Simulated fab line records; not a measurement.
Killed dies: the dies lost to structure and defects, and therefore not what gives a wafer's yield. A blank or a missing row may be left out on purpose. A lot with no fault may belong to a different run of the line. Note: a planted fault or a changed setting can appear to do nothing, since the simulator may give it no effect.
Split-lot study | flow n5_finfet | 21 wafers read across 7 lots, on a route 1938 steps long

## THE SPLIT ITSELF
At N5_BEOL_M4_COAT_61 (time 60 s, resist thk 60 nm), the setting spin_rpm was moved away from the recipe's 1500 rpm on 5 of the 21 wafers read, by -8.8% to +4.3%. This setting was run at the recipe's value on the other wafers.

The split's own step is where the reading is taken.

## THE READING
SOC_of_BEOL_M4_COAT_61.thk_nm (the simulator's own value, which no gauge read), in nm, at N5_BEOL_M4_COAT_61 (time 60 s, resist thk 60 nm). The file gives no usual value for it. Across the 16 wafers here that went through the recipe, the average is 60.1 nm and the standard deviation 0.17 nm.

wafer  | tool, chamber at the split | spin_rpm as run, rpm | against the recipe | SOC_of_BEOL_M4_COAT_61.thk_nm, nm | against lot-mates on the recipe
L082.1 | litho_track-01, 0          | 1564                 | +4.3%              | 58.6                              | -1.3
L082.2 | litho_track-01, 0          | 1500                 | recipe             | 59.8                              | -
L082.4 | litho_track-01, 0          | 1500                 | recipe             | 60                                | -
L077.2 | litho_track-04, 0          | 1380                 | -8.0%              | 62.6                              | +2.4
L077.4 | litho_track-04, 0          | 1500                 | recipe             | 60.2                              | -
L077.5 | litho_track-04, 0          | 1380                 | -8.0%              | 63                                | +2.8
L083.2 | litho_track-01, 0          | 1368                 | -8.8%              | 62.6                              | +2.6
L083.4 | litho_track-01, 0          | 1368                 | -8.8%              | 62.8                              | +2.8
L083.5 | litho_track-01, 0          | 1500                 | recipe             | 60                                | -
L086.1 | litho_track-03, 0          | 1500                 | recipe             | 60.2                              | -
L086.3 | litho_track-03, 0          | 1500                 | recipe             | 60.2                              | -
L086.5 | litho_track-03, 0          | 1500                 | recipe             | 60.2                              | -
L087.1 | litho_track-03, 0          | 1500                 | recipe             | 60.2                              | -
L087.2 | litho_track-03, 0          | 1500                 | recipe             | 60.2                              | -
L087.4 | litho_track-03, 0          | 1500                 | recipe             | 60.6                              | -
L090.2 | litho_track-01, 0          | 1500                 | recipe             | 60                                | -
L090.3 | litho_track-01, 0          | 1500                 | recipe             | 60                                | -
L090.5 | litho_track-01, 0          | 1500                 | recipe             | 60                                | -
L092.1 | litho_track-04, 0          | 1500                 | recipe             | 60.2                              | -
L092.2 | litho_track-04, 0          | 1500                 | recipe             | 60                                | -
L092.4 | litho_track-04, 0          | 1500                 | recipe             | 60                                | -

THE FIT
A straight line over all 21 wafers: SOC_of_BEOL_M4_COAT_61.thk_nm changes by -0.317 nm for each +1% of spin_rpm; r = -0.99; the points scatter about the line by 0.2 nm.
The same after taking each lot's own level away (the mean of its wafers on the recipe; 21 wafers): -0.314 nm for each +1%; r = -0.99; scatter 0.12 nm.
On that fit, the largest move of spin_rpm shifts the reading by 2.8 nm.
The span of the lots' own levels, 59.90 to 60.33 nm, comes to 2.5 times the standard deviation stated above.
So the lot-to-lot level changes the slope little: the two slopes agree.
Check: with one of the wafers moved furthest among these (-8.8%) left out of the fit, the line predicts +2.83 nm for it against its lot-mates. Against them it came out at +2.6 nm.

## FURTHER SPLITS ON THESE WAFERS
Before the reading, these wafers also passed through other splits. Each is held against what the fit with the lots' levels taken away leaves over:
other split on the same wafers   | wafers away from the commonest value | r with SOC_of_BEOL_M4_COAT_61.thk_nm (lot level and that fit taken away)
N5_BEOL_M0_SAQP_PECVD_04 time_s  | 4                                    | +0.28
N5_BEOL_M0_ETCH_138 source_w     | 5                                    | -0.37
N5_BEOL_M1_CMP_52 down_force_psi | 8                                    | +0.13
N5_BEOL_M2_ILD_DEP_00 time_s     | 5                                    | -0.35
N5_BEOL_M2_COAT_22 spin_rpm      | 5                                    | -0.05
N5_BEOL_M3_DESCUM_33 time_s      | 7                                    | +0.21

## THE FILE'S OWN FIT
SOC_of_BEOL_M4_COAT_61.thk_nm changes by -0.314 nm for each +1% of spin_rpm, r = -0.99.
